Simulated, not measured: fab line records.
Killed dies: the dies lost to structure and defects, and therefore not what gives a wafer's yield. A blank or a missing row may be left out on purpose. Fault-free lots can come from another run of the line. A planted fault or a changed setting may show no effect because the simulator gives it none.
Which tool is to blame? / flow n5 finfet / 30 wafers from 10 lots sampled at 6 of the route's 1938 steps

== WHAT EACH GAUGE READ, for each wafer ==
N5_BEOL_M4_RC_MEAS_101.
lot=L904; measured=day 9 14:28; on=prober-01; DIBL_N (mV/V)=34.5 35.4 36.9; DIBL_P (mV/V)=34.6 34.6 37.2; IOFF_N (nA/um)=0.125 0.136 0.161; IOFF_P (nA/um)=0.16 0.17 0.20; ION_N (uA/um)=674 672 676; ION_P (uA/um)=456 459 455; SS_N (mV/dec)=70.6 71.2 71.5; SS_P (mV/dec)=73.4 72.7 73.4; VT_N (mV)=254 253 252; VT_P (mV)=-256 -255 -249
lot=L903; measured=day 9 16:43; on=prober-02; DIBL_N (mV/V)=37.3 38.8 37.0; DIBL_P (mV/V)=36.7 38.8 36.2; IOFF_N (nA/um)=0.142 0.179 0.137; IOFF_P (nA/um)=0.21 0.25 0.20; ION_N (uA/um)=666 688 660; ION_P (uA/um)=465 468 461; SS_N (mV/dec)=71.2 72.3 71.1; SS_P (mV/dec)=72.9 73.8 72.8; VT_N (mV)=252 249 255; VT_P (mV)=-248 -248 -251
lot=L907; measured=day 9 18:19; on=prober-01; DIBL_N (mV/V)=34.8 35.8 34.7; DIBL_P (mV/V)=32.8 35.3 34.9; IOFF_N (nA/um)=0.112 0.133 0.124; IOFF_P (nA/um)=0.14 0.17 0.18; ION_N (uA/um)=664 668 657; ION_P (uA/um)=453 461 453; SS_N (mV/dec)=71.5 71.8 71.6; SS_P (mV/dec)=72.6 73.1 72.9; VT_N (mV)=255 252 251; VT_P (mV)=-257 -252 -252
lot=L906; measured=day 10 04:25; on=prober-02; DIBL_N (mV/V)=37.0 38.3 37.5; DIBL_P (mV/V)=36.4 38.8 38.3; IOFF_N (nA/um)=0.145 0.186 0.174; IOFF_P (nA/um)=0.19 0.23 0.21; ION_N (uA/um)=670 682 689; ION_P (uA/um)=464 463 468; SS_N (mV/dec)=72.6 72.5 72.1; SS_P (mV/dec)=72.2 74.0 73.4; VT_N (mV)=251 250 249; VT_P (mV)=-251 -250 -249
lot=L909; measured=day 10 23:20; on=prober-02; DIBL_N (mV/V)=35.1 32.7 35.1; DIBL_P (mV/V)=36.2 34.1 37.4; IOFF_N (nA/um)=0.152 0.119 0.175; IOFF_P (nA/um)=0.22 0.19 0.25; ION_N (uA/um)=666 669 691; ION_P (uA/um)=462 465 475; SS_N (mV/dec)=72.1 70.8 71.3; SS_P (mV/dec)=72.9 73.1 73.8; VT_N (mV)=254 252 247; VT_P (mV)=-247 -248 -247
lot=L916; measured=day 12 13:26; on=prober-01; DIBL_N (mV/V)=33.5 34.4 33.5; DIBL_P (mV/V)=33.6 34.1 32.7; IOFF_N (nA/um)=0.129 0.130 0.115; IOFF_P (nA/um)=0.17 0.18 0.17; ION_N (uA/um)=672 676 656; ION_P (uA/um)=457 465 456; SS_N (mV/dec)=70.5 70.6 70.9; SS_P (mV/dec)=72.7 72.7 72.2; VT_N (mV)=254 253 255; VT_P (mV)=-252 -252 -252
lot=L915; measured=day 12 14:29; on=prober-02; DIBL_N (mV/V)=35.2 38.9 35.8; DIBL_P (mV/V)=33.6 39.2 35.5; IOFF_N (nA/um)=0.151 0.229 0.163; IOFF_P (nA/um)=0.21 0.31 0.24; ION_N (uA/um)=688 695 678; ION_P (uA/um)=470 476 470; SS_N (mV/dec)=71.8 71.9 72.0; SS_P (mV/dec)=73.0 74.0 73.4; VT_N (mV)=250 244 248; VT_P (mV)=-247 -245 -246
lot=L919; measured=day 13 10:53; on=prober-01; DIBL_N (mV/V)=34.1 38.7 34.6; DIBL_P (mV/V)=35.2 39.7 37.3; IOFF_N (nA/um)=0.132 0.234 0.162; IOFF_P (nA/um)=0.18 0.26 0.22; ION_N (uA/um)=647 708 687; ION_P (uA/um)=459 469 470; SS_N (mV/dec)=71.3 72.9 72.3; SS_P (mV/dec)=73.8 74.2 73.6; VT_N (mV)=253 244 246; VT_P (mV)=-253 -247 -254
lot=L920; measured=day 13 18:34; on=prober-01; DIBL_N (mV/V)=37.7 36.0 35.0; DIBL_P (mV/V)=38.0 36.1 33.9; IOFF_N (nA/um)=0.210 0.178 0.142; IOFF_P (nA/um)=0.29 0.24 0.20; ION_N (uA/um)=692 681 678; ION_P (uA/um)=477 473 467; SS_N (mV/dec)=72.4 71.2 71.7; SS_P (mV/dec)=73.5 73.3 72.5; VT_N (mV)=247 246 250; VT_P (mV)=-245 -248 -250
lot=L921; measured=day 14 02:12; on=prober-02; DIBL_N (mV/V)=38.5 35.4 36.8; DIBL_P (mV/V)=38.6 35.1 37.2; IOFF_N (nA/um)=0.170 0.135 0.166; IOFF_P (nA/um)=0.23 0.19 0.22; ION_N (uA/um)=670 671 679; ION_P (uA/um)=464 456 461; SS_N (mV/dec)=72.0 71.2 71.5; SS_P (mV/dec)=73.9 72.6 73.7; VT_N (mV)=251 250 250; VT_P (mV)=-251 -253 -249

N5_BEOL_M5_OCD_MEAS_38.
lot=L904; measured=day 9 23:17; on=ocd-01; trench depth nm (nm)=70.8 71.6 72.3
lot=L903; measured=day 9 22:16; on=ocd-02; trench depth nm (nm)=71.0 72.0 72.0
lot=L907; measured=day 10 00:28; on=ocd-02; trench depth nm (nm)=71.6 72.0 71.7
lot=L906; measured=day 10 13:08; on=ocd-01; trench depth nm (nm)=70.6 73.7 72.0
lot=L909; measured=day 11 04:01; on=ocd-01; trench depth nm (nm)=73.0 70.5 71.1
lot=L916; measured=day 12 20:31; on=ocd-01; trench depth nm (nm)=- - -
lot=L915; measured=day 12 20:40; on=ocd-01; trench depth nm (nm)=- - -
lot=L919; measured=day 13 14:34; on=ocd-01; trench depth nm (nm)=72.1 69.0 71.2
lot=L920; measured=day 14 01:30; on=ocd-02; trench depth nm (nm)=70.6 73.5 71.4
lot=L921; measured=day 14 08:05; on=ocd-02; trench depth nm (nm)=71.7 70.2 71.6

== WHICH TOOL RAN EACH LOT (tool, then ch and the chambers of the sampled wafers, then the start) ==
lot=L904; N5_BEOL_M4_ANNEAL_51=rtp anneal-02 ch 0, day 9 13:19; N5_BEOL_M4_CO_CAP_55=cvd co-01 ch 0,1, day 9 13:54; N5_BEOL_M5_ILD_DEP_00=pecvd-02 ch 0,2, day 9 15:08; N5_BEOL_M5_HM_DEP_02=pvd sputter-02, day 9 17:24
lot=L903; N5_BEOL_M4_ANNEAL_51=rtp anneal-02 ch 0, day 9 15:49; N5_BEOL_M4_CO_CAP_55=cvd co-01 ch 0,1, day 9 16:28; N5_BEOL_M5_ILD_DEP_00=pecvd-01 ch 1,2, day 9 17:40; N5_BEOL_M5_HM_DEP_02=pvd sputter-01, day 9 18:22
lot=L907; N5_BEOL_M4_ANNEAL_51=rtp anneal-02 ch 0, day 9 17:17; N5_BEOL_M4_CO_CAP_55=cvd co-01 ch 0,1,2, day 9 17:55; N5_BEOL_M5_ILD_DEP_00=pecvd-01 ch 1,2, day 9 19:08; N5_BEOL_M5_HM_DEP_02=pvd sputter-02, day 9 21:00
lot=L906; N5_BEOL_M4_ANNEAL_51=rtp anneal-01 ch 0, day 10 03:30; N5_BEOL_M4_CO_CAP_55=cvd co-01 ch 1,2, day 10 04:10; N5_BEOL_M5_ILD_DEP_00=pecvd-02 ch 0,1, day 10 05:22; N5_BEOL_M5_HM_DEP_02=pvd sputter-01, day 10 09:00
lot=L909; N5_BEOL_M4_ANNEAL_51=rtp anneal-02 ch 0, day 10 22:25; N5_BEOL_M4_CO_CAP_55=cvd co-02 ch 0,1, day 10 23:06; N5_BEOL_M5_ILD_DEP_00=pecvd-02 ch 1,2, day 11 00:17; N5_BEOL_M5_HM_DEP_02=pvd sputter-03, day 11 02:04
lot=L916; N5_BEOL_M4_ANNEAL_51=rtp anneal-02 ch 0, day 12 12:23; N5_BEOL_M4_CO_CAP_55=cvd co-01 ch 0,1, day 12 13:01; N5_BEOL_M5_ILD_DEP_00=pecvd-02 ch 1,2, day 12 14:15; N5_BEOL_M5_HM_DEP_02=pvd sputter-02, day 12 16:05
lot=L915; N5_BEOL_M4_ANNEAL_51=rtp anneal-02 ch 0, day 12 13:35; N5_BEOL_M4_CO_CAP_55=cvd co-02 ch 0,1,2, day 12 14:16; N5_BEOL_M5_ILD_DEP_00=pecvd-03 ch 1,2, day 12 15:27; N5_BEOL_M5_HM_DEP_02=pvd sputter-02, day 12 17:08
lot=L919; N5_BEOL_M4_ANNEAL_51=rtp anneal-02 ch 0, day 13 09:53; N5_BEOL_M4_CO_CAP_55=cvd co-02 ch 0,1,2, day 13 10:30; N5_BEOL_M5_ILD_DEP_00=pecvd-02 ch 0,2, day 13 11:43; N5_BEOL_M5_HM_DEP_02=pvd sputter-02, day 13 12:29
lot=L920; N5_BEOL_M4_ANNEAL_51=rtp anneal-01 ch 0, day 13 17:10; N5_BEOL_M4_CO_CAP_55=cvd co-02 ch 0,2, day 13 18:19; N5_BEOL_M5_ILD_DEP_00=pecvd-02 ch 0,2, day 13 19:31; N5_BEOL_M5_HM_DEP_02=pvd sputter-01, day 13 21:07
lot=L921; N5_BEOL_M4_ANNEAL_51=rtp anneal-01 ch 0, day 14 01:16; N5_BEOL_M4_CO_CAP_55=cvd co-01 ch 0,1, day 14 01:57; N5_BEOL_M5_ILD_DEP_00=pecvd-02 ch 0,1,2, day 14 03:10; N5_BEOL_M5_HM_DEP_02=pvd sputter-03, day 14 05:28
- N5_BEOL_M4_ANNEAL_51: time 90 s.
- N5_BEOL_M4_CO_CAP_55: material Co, precursor CCTBA/H2, target thk 2 nm, time 102.1 s.
- N5_BEOL_M5_ILD_DEP_00: deposits SiCOH lowk from DEMS/porogen, target thk 140.64 nm, time 25.9 s.
- N5_BEOL_M5_HM_DEP_02: deposits TiN, target thk 20 nm.

== AS READ BY THE TOOLS THEMSELVES (means over the sampled wafers that have a number; for cases with no such wafer, the mark the record gives instead) ==
N5_BEOL_M4_ANNEAL_51.
lot=L904; tool=rtp anneal-02; wafer_temp_C_max=226.3
lot=L903; tool=rtp anneal-02; wafer_temp_C_max=226.5
lot=L907; tool=rtp anneal-02; wafer_temp_C_max=226.3
lot=L906; tool=rtp anneal-01; wafer_temp_C_max=225.7
lot=L909; tool=rtp anneal-02; wafer_temp_C_max=226.6
lot=L916; tool=rtp anneal-02; wafer_temp_C_max=226.4
lot=L915; tool=rtp anneal-02; wafer_temp_C_max=226.6
lot=L919; tool=rtp anneal-02; wafer_temp_C_max=226.5
lot=L920; tool=rtp anneal-01; wafer_temp_C_max=226.0
lot=L921; tool=rtp anneal-01; wafer_temp_C_max=225.8

N5_BEOL_M4_CO_CAP_55.
lot=L904; tool=cvd co-01; heater power w (W)=240
lot=L903; tool=cvd co-01; heater power w (W)=246
lot=L907; tool=cvd co-01; heater power w (W)=240
lot=L906; tool=cvd co-01; heater power w (W)=233
lot=L909; tool=cvd co-02; heater power w (W)=221
lot=L916; tool=cvd co-01; heater power w (W)=246
lot=L915; tool=cvd co-02; heater power w (W)=231
lot=L919; tool=cvd co-02; heater power w (W)=230
lot=L920; tool=cvd co-02; heater power w (W)=237
lot=L921; tool=cvd co-01; heater power w (W)=244

N5_BEOL_M5_ILD_DEP_00.
lot=L904; tool=pecvd-02; chamber pressure Torr (Torr)=5.014; heater power outer w (W)=157; heater power w (W)=333; showerhead plenum p Torr (Torr)=5.742; throttle valve pct (%)=13.5
lot=L903; tool=pecvd-01; chamber pressure Torr (Torr)=5.005; heater power outer w (W)=173; heater power w (W)=341; showerhead plenum p Torr (Torr)=5.762; throttle valve pct (%)=12.7
lot=L907; tool=pecvd-01; chamber pressure Torr (Torr)=5.008; heater power outer w (W)=155; heater power w (W)=315; showerhead plenum p Torr (Torr)=5.755; throttle valve pct (%)=12.9
lot=L906; tool=pecvd-02; chamber pressure Torr (Torr)=4.998; heater power outer w (W)=136; heater power w (W)=305; showerhead plenum p Torr (Torr)=5.730; throttle valve pct (%)=13.4
lot=L909; tool=pecvd-02; chamber pressure Torr (Torr)=4.991; heater power outer w (W)=184; heater power w (W)=341; showerhead plenum p Torr (Torr)=5.743; throttle valve pct (%)=13.2
lot=L916; tool=pecvd-02; chamber pressure Torr (Torr)=-; heater power outer w (W)=-; heater power w (W)=-; showerhead plenum p Torr (Torr)=-; throttle valve pct (%)=-
lot=L915; tool=pecvd-03; chamber pressure Torr (Torr)=-; heater power outer w (W)=-; heater power w (W)=-; showerhead plenum p Torr (Torr)=-; throttle valve pct (%)=-
lot=L919; tool=pecvd-02; chamber pressure Torr (Torr)=4.985; heater power outer w (W)=159; heater power w (W)=342; showerhead plenum p Torr (Torr)=5.736; throttle valve pct (%)=13.5
lot=L920; tool=pecvd-02; chamber pressure Torr (Torr)=5.002; heater power outer w (W)=134; heater power w (W)=311; showerhead plenum p Torr (Torr)=5.741; throttle valve pct (%)=13.5
lot=L921; tool=pecvd-02; chamber pressure Torr (Torr)=4.988; heater power outer w (W)=142; heater power w (W)=303; showerhead plenum p Torr (Torr)=5.743; throttle valve pct (%)=13.5

N5_BEOL_M5_HM_DEP_02.
lot=L904; tool=pvd sputter-02; chamber pressure pa (Pa)=0.5001; substrate temp c (C)=24.96; throttle valve pct (%)=30.4
lot=L903; tool=pvd sputter-01; chamber pressure pa (Pa)=0.5009; substrate temp c (C)=24.89; throttle valve pct (%)=29.8
lot=L907; tool=pvd sputter-02; chamber pressure pa (Pa)=0.5002; substrate temp c (C)=24.92; throttle valve pct (%)=30.5
lot=L906; tool=pvd sputter-01; chamber pressure pa (Pa)=0.4996; substrate temp c (C)=25.04; throttle valve pct (%)=29.8
lot=L909; tool=pvd sputter-03; chamber pressure pa (Pa)=0.4992; substrate temp c (C)=25.01; throttle valve pct (%)=29.6
lot=L916; tool=pvd sputter-02; chamber pressure pa (Pa)=0.5000; substrate temp c (C)=25.10; throttle valve pct (%)=29.7
lot=L915; tool=pvd sputter-02; chamber pressure pa (Pa)=0.5005; substrate temp c (C)=25.15; throttle valve pct (%)=29.4
lot=L919; tool=pvd sputter-02; chamber pressure pa (Pa)=0.4993; substrate temp c (C)=24.94; throttle valve pct (%)=30.8
lot=L920; tool=pvd sputter-01; chamber pressure pa (Pa)=0.4992; substrate temp c (C)=24.92; throttle valve pct (%)=29.9
lot=L921; tool=pvd sputter-03; chamber pressure pa (Pa)=0.4981; substrate temp c (C)=24.97; throttle valve pct (%)=29.5

== THE ANSWER, worked out from the rows above alone ==
Rule: the usual values come from the lots themselves. The widest of any qualifying gaps counts: lots, ordered by their means at a reading, are off when they make up no more than a third of the lots, leave a main group of 4 or more, and stand apart from it by 3 or more times the standard deviation of that group's means. A main group whose means are all the same, to the digits that the tables above print for the reading, isn't used. A lot without any number at a reading at which 4 lots or more have one is off too. All remaining lots with rows at the step are treated as sound. Order of review: gauges by route order, followed by the tools' own readings, for which a lot's mean as printed above is used. The first step at which some lot is off is used, and at that step the reading that is off furthest; a lot without a number counts as furthest.
Off: L916, L915, at N5_BEOL_M5_OCD_MEAS_38 (trench depth nm). Without a number there: L916, L915. The main group: mean 71.5 nm, standard deviation 0.39.
If a tool, at a process step before that reading, ran all the lots that are off and no sound lot after the first of them, it fits. The gauges at N5_BEOL_M5_OCD_MEAS_38 aren't tried: what is off there is off at N5_BEOL_M5_ILD_DEP_00 too, on other tools, and a gauge's error can't cause that. Not one of the candidates tried fits.

== WHAT THE SIMULATOR HAD PUT IN ==
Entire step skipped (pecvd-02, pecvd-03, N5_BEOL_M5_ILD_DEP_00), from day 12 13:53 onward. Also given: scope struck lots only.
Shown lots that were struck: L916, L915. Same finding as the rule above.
